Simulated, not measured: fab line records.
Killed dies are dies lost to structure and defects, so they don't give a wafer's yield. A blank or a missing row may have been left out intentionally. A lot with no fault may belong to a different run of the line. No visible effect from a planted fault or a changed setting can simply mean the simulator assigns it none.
Problem report in the 8D (eight disciplines) form, filled by code -- flow nand-harc -- the parts of the form that need people (team, actions taken, sign-off) are left out

== 1. THE PROBLEM ==
A mean of 1095 nm is read at NHARC_A_ONON_D2_THK_MEAS_30 for thk-nm, taken on 1 wafer of 1 lot, against 1004 nm (standard deviation 7.4) on wafers free of any fault. Measured from the usual mean, that is +12 standard deviations.
The step: measures by ellipsometry.
First seen on wafer L149.1, day 21 23:13, on film-metro-01. Wafers with a number at this step in the record: 39, from 13 lots. Rule for "out", or "out of limits": more than 4 standard deviations from the usual mean. Any other wafer with a number is counted as sound.

== 2. WHAT THIS IS AND IS NOT ==
question,is,is not
which readings at this step,thk-nm,-
which lots,L149,"L128, L130, L131, L132, L134, L135, L137, L138, L139, L140, L141, L142"
which wafers of those lots,L149.1,"L149.4, L149.5"
read on which gauges,film-metro-01,film-metro-02
when,from day 21 23:13,up to then (38 sound wafers)

== 3. WHAT RULES OUT EACH SUSPECT ==
Counting: if a tool at a process step up to the reading ran every lot that is out, it stays a suspect. Sound lots after the first of them don't rule it out here, since some wafers of a struck lot are sound.
- the gauge at NHARC_A_ONON_D2_THK_MEAS_30 has been ruled out. All the wafers that are out were read on film-metro-01, but those of them that NHARC_END_SORT_01 has rows for are out there too, on other tools.
- pecvd-04 at NHARC_A_DECK1_JOINT_DEP_16 (deposits SiO2, target thk 45 nm): kept. The lot that is out, L149, ran on it at day 21 09:39; the last sound lot it ran before that was L137, at day 16 11:29.
- pecvd-onon-01 at NHARC_A_ONON_D2_DEP_28 (target thk 1000 nm): kept. The lot that is out, L149, ran on it at day 21 22:43; the last sound lot it ran before that was L140, at day 18 11:06.
- In pecvd-04 at NHARC_A_DECK1_JOINT_DEP_16, the wafers that are out were processed in chamber 1 and their sound lot-mates in chambers 0, 2.
After counting, pecvd-04 at NHARC_A_DECK1_JOINT_DEP_16 and pecvd-onon-01 at NHARC_A_ONON_D2_DEP_28 remain.

== 4. THE CAUSE (what the simulator had put in) ==
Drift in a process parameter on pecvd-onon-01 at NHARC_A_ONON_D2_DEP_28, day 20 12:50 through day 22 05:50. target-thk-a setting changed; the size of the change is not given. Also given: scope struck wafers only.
Counting left 2 suspects, and this tool is among them.

== 5. THE EFFECT CHAIN, in route order ==
Each row: a reading whose mean over the struck wafers that have a number lies more than 3 standard deviations from the usual. Only readings whose record carries a usual standard deviation are examined. hours: median over the lots of the time between each lot's start at the first step of this table that gives one and its start at this step. sigmas: the change, counted in usual standard deviations.
hours,step,reading,usual,on struck wafers,change,sigmas
0,NHARC_A_ONON_D2_THK_MEAS_30,thk-nm,1004 nm,1095,+91,+12
269,NHARC_END_SORT_01,killed-at-array,56,671,+615,+32
269,NHARC_END_SORT_01,killed-dies,61,677,+616,+32

== 6. HOW IT WOULD HAVE BEEN CAUGHT EARLIER ==
34 hours passed between the start of the fault at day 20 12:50 and the first reading out of limits at a measuring or inspecting step in this record, taken at day 21 23:13.
All the lots that are out (1) had begun NHARC_A_ONON_D2_DEP_28 on pecvd-onon-01 by day 21 23:13. A hold on the tool at that time would have spared none of them.
